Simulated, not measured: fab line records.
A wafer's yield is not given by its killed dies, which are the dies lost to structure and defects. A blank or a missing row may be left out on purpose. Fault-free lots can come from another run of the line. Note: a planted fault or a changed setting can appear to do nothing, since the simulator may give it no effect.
Struck lot and sound lot, side by side :: flow n5-finfet :: 42 out of 1938 route steps
Sound: the wafers L428.1, L428.3, L428.4. The struck wafers were L417.1, L417.4, L417.5. The cause is given at the end.
Per side, at each step with rows, come the tool, then ch with its chambers, and then its first start. Under that, the readings that differ: sound wafers :: struck wafers :: difference of the means :: sigmas: that difference in standard deviations of wafers without a fault.
alike: readings with means less than 2 such deviations apart, plus words and numbers identical on both sides. not compared: withheld readings, readings lacking a value on some wafer, bounds such as >300 that could conceal the same value, and numbers that have no deviation in the record and whose values overlap.
A row with sigmas, a row that says differs or no value, or rows on one side alone: a step with any of these is where the two part. Numbers that don't overlap but have no deviation are shown without sigmas and don't part them. A reading that every wafer of one side lacks parts them only if that side has two wafers or more.

first, 12 steps without rows for these wafers: N5_BEOL_M2_ETCH_77 (etches underlayer in N2/H2, target depth 6.5 nm, time 5.2 s); N5_BEOL_M2_ETCH_69 (etches SiARC in CF4, target depth 15.6 nm, time 26 s); N5_BEOL_M2_ALD_98 (deposits SiO2, target thk 2.5 nm, pulse time 1 s, co reactant pulse time 1 s); N5_BEOL_M2_ETCHBACK_99 (etches SiO2 in CHF3, target depth 5 nm, time 10.4 s); N5_BEOL_M2_ETCH_70 (etches SOC in N2/H2, target depth 80 nm, overetch 24 nm, time 130 s); N5_BEOL_M2_STRIP_71 (strips in N2/H2); N5_BEOL_M2_STRIP_78 (strips in N2/H2); N5_BEOL_M2_VIA_ETCH_34 (etches the open film in C4F6/O2, target depth 69.4 nm, time 65.9 s); N5_BEOL_M2_STRIP_83 (strips in C4F6/O2); N5_BEOL_M2_STRIP_36 (strips in N2/H2); N5_BEOL_M2_TRENCH_ETCH_37 (etches SiOC in C4F6/O2, target depth 55.555 nm, time 29.2 s); N5_BEOL_M2_ETCH_41 (etches SiCN in CH3F/O2, target depth 29.9 nm, time 52.5 s).
N5_BEOL_M2_STRIP_97: strips in N2/H2, time 10 s.
  sound on rie-diel-03 ch 0,1,3, day 10 20:00; struck on rie-diel-05 ch 1,2,3, day 7 20:58
  no value came back on the struck wafers for any of 9 readings (bias-power-w (W), chamber-pressure-mTorr (mTorr) and others); on the sound wafers bias-power-w (W) reads 6.988 7.002 6.989
then, 27 steps without rows for these wafers: N5_BEOL_M2_HM_STRIP_39 (strips TiN in peroxide tin strip, target depth 25 nm, time 158 s); N5_BEOL_M2_SRD_40 (time 30 s); N5_BEOL_M2_PRECLEAN_42 (cleans in residue remover, time 60 s); N5_BEOL_M2_SRD_43 (time 30 s); N5_BEOL_M2_DEGAS_44 (time 60 s); N5_BEOL_M2_PRE_CLEAN_45 (time 30 s); N5_BEOL_M2_ALD_84 (deposits TaN, pulse time 2 s, purge time 3 s, co reactant purge time 2 s); N5_BEOL_M2_SURFACE_TREAT_85; N5_BEOL_M2_CVD_47 (deposits Co from CCTBA/H2, target thk 3 nm, time 223.8 s); N5_BEOL_M2_SPUTTER_48 (material Cu, target thk 4.5 nm, time 8.29 s); N5_BEOL_M2_ANNEAL_49 (time 240 s); N5_BEOL_M2_SPUTTER_79 (material Cu, target thk 4.5 nm, time 8.29 s); N5_BEOL_M2_ANNEAL_80 (time 240 s); N5_BEOL_M2_SPUTTER_81 (material Cu, target thk 4.5 nm, time 8.29 s); N5_BEOL_M2_ANNEAL_82 (time 240 s); N5_BEOL_M2_SPUTTER_86 (material Cu, target thk 4.5 nm, time 8.29 s); N5_BEOL_M2_ANNEAL_87 (time 240 s); N5_BEOL_M2_SPUTTER_88 (material Cu, target thk 4.5 nm, time 8.29 s); N5_BEOL_M2_ANNEAL_89 (time 240 s); N5_BEOL_M2_SPUTTER_90 (material Cu, target thk 4.5 nm, time 8.29 s); N5_BEOL_M2_ANNEAL_91 (time 240 s); N5_BEOL_M2_SPUTTER_92 (material Cu, target thk 4.5 nm, time 8.29 s); N5_BEOL_M2_ANNEAL_93 (time 240 s); N5_BEOL_M2_SPUTTER_94 (material Cu, target thk 4.5 nm, time 8.29 s); N5_BEOL_M2_ANNEAL_95 (time 240 s); N5_BEOL_M2_SPUTTER_96 (material Cu, target thk 4.5 nm, time 8.29 s); N5_BEOL_M2_ECD_50 (material Cu, target thk 300 nm).
N5_BEOL_M4_RC_MEAS_101:
  sound on prober-02 ch 0, day 11 22:40; struck on prober-02 ch 0, day 8 23:47
reading: DIBL_P (mV/V)
sound: 41 39 43
struck: 36 34 32
difference: -7
sigmas: -2

reading: ION_N (uA/um)
sound: 705 682 704
struck: 679 648 653
difference: -37
sigmas: -2

reading: SS_N (mV/dec)
sound: 72.4 72.4 71.6
struck: 70.7 70.1 70.1
difference: -1.8
sigmas: -2
  alike: DIBL_N, IOFF_N, IOFF_P, ION_P, SS_P, VT_N, VT_P
-- record jumps: 5 days separate the struck wafers' starts on either side; left off in module BEOL_M4, taken up again in module PASSIVATION, whose first shown step is the route's number 1936 --
N5_PASSIVATION_PROBE_49:
  the record has rows for the struck wafers here (prober-02, day 13 19:19) and none for the sound ones

WHERE THEY PART
Last at N5_PASSIVATION_PROBE_49 as far as this record goes, first at N5_BEOL_M2_STRIP_97.

WHY: what had been put in by the simulator
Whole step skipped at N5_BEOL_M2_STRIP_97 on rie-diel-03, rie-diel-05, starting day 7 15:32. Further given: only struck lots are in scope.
